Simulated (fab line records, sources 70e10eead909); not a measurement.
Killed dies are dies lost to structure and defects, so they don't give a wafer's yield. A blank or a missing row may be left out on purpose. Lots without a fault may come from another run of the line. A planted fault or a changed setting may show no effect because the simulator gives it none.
Tool commonality check | flow nand_harc | 14 lots, 48 wafers sampled

WHY IT WAS OPENED
At NHARC_A_ONON_D2_THK_MEAS_14 the reading thk_nm is flagged on 2 of 14 lots. Wafers without a fault read 1001 nm, standard deviation 9.1.
Rule: a lot is flagged when every wafer of it that has a number lies more than 4 standard deviations from that mean, or none has a number. The other lots count as sound.

lot  | measured     | on            | thk_nm (nm), wafer by wafer | flag
L847 | day 12 10:22 | film_metro-01 | 1013 1015 1014              |
L848 | day 12 20:43 | film_metro-02 | 1019 1019 1018              |
L849 | day 13 13:25 | film_metro-02 | 1001 1000 1000              |
L850 | day 13 13:50 | film_metro-02 | 1007 1009 1007              |
L851 | day 14 00:34 | film_metro-02 | 987 988 987                 |
L852 | day 14 12:38 | film_metro-02 | 992 991 989                 |
L854 | day 15 03:57 | film_metro-02 | 988 988 988                 |
L853 | day 15 03:58 | film_metro-01 | 991 993 994                 |
L855 | day 16 01:26 | film_metro-01 | 1018 1017 1016              |
L856 | day 16 20:37 | film_metro-01 | 1012 1015 1015              |
L858 | day 17 12:07 | film_metro-01 | 1005 1006 1007              |
L859 | day 17 18:25 | film_metro-01 | 1003 1004 1003              |
L863 | day 19 09:56 | film_metro-01 | 681 679 681 680 680 679     | FLAGGED
L865 | day 20 07:17 | film_metro-01 | 692 693 693 692 691 693     | FLAGGED
The numbers of the flagged lots are 686 nm on average: -315 nm against the usual, or -35 standard deviations.

WHICH TOOL RAN EACH LOT
The record holds 1 process step before the reading, out of a route of 1302 steps. In each cell: the tool, then ch and the chambers that the sampled wafers went through, then the start.
lot  | flag    | NHARC_A_ONON_D2_DEP_12
L847 |         | pecvd_onon-04 ch 0, day 12 09:55
L848 |         | pecvd_onon-04 ch 0, day 12 20:16
L849 |         | pecvd_onon-04 ch 0, day 13 12:55
L850 |         | pecvd_onon-03 ch 0, day 13 13:19
L851 |         | pecvd_onon-03 ch 0, day 14 00:07
L852 |         | pecvd_onon-03 ch 0, day 14 12:11
L854 |         | pecvd_onon-03 ch 0, day 15 03:26
L853 |         | pecvd_onon-01 ch 0, day 15 03:38
L855 |         | pecvd_onon-04 ch 0, day 16 00:53
L856 |         | pecvd_onon-01 ch 0, day 16 20:05
L858 |         | pecvd_onon-01 ch 0, day 17 11:36
L859 |         | pecvd_onon-04 ch 0, day 17 17:57
L863 | FLAGGED | pecvd_onon-04 ch 0, day 19 09:25
L865 | FLAGGED | pecvd_onon-04 ch 0, day 20 06:53
What these steps do:
- NHARC_A_ONON_D2_DEP_12: target thk 1000 nm.
- NHARC_A_ONON_D2_THK_MEAS_14: measures by ellipsometry.

FLAGGED OVER TOTAL, TOOL BY TOOL (the gauges that took the reading come last)
step                        | tool          | lots run | flagged | share of the flagged lots | sound lots run after its first flagged lot
NHARC_A_ONON_D2_DEP_12      | pecvd_onon-01 | 3        | 0       | none                      | -
NHARC_A_ONON_D2_DEP_12      | pecvd_onon-03 | 4        | 0       | none                      | -
NHARC_A_ONON_D2_DEP_12      | pecvd_onon-04 | 7        | 2       | all                       | 0
NHARC_A_ONON_D2_THK_MEAS_14 | film_metro-01 | 8        | 2       | all                       | 0
NHARC_A_ONON_D2_THK_MEAS_14 | film_metro-02 | 6        | 0       | none                      | -

WHAT THE TABLE ALLOWS
2 rows of the table ran every flagged lot: pecvd_onon-04 at NHARC_A_ONON_D2_DEP_12, film_metro-01 at NHARC_A_ONON_D2_THK_MEAS_14.
- pecvd_onon-04 at NHARC_A_ONON_D2_DEP_12: 2 of its 7 lots flagged. Its last sound lot is L859 (day 17 17:57), its first flagged lot L863 (day 19 09:25): a fault that began between those two fits.
- film_metro-01 at NHARC_A_ONON_D2_THK_MEAS_14: 2 of its 8 lots flagged. Its last sound lot is L859 (day 17 18:25), its first flagged lot L863 (day 19 09:56): a fault that began between those two fits.
Counting lots can't tell these 2 tools apart, because each fits a fault that began at some hour. More lots, or a look at what each step does to the wafer, might.

WHAT THE SIMULATOR HAD PUT IN
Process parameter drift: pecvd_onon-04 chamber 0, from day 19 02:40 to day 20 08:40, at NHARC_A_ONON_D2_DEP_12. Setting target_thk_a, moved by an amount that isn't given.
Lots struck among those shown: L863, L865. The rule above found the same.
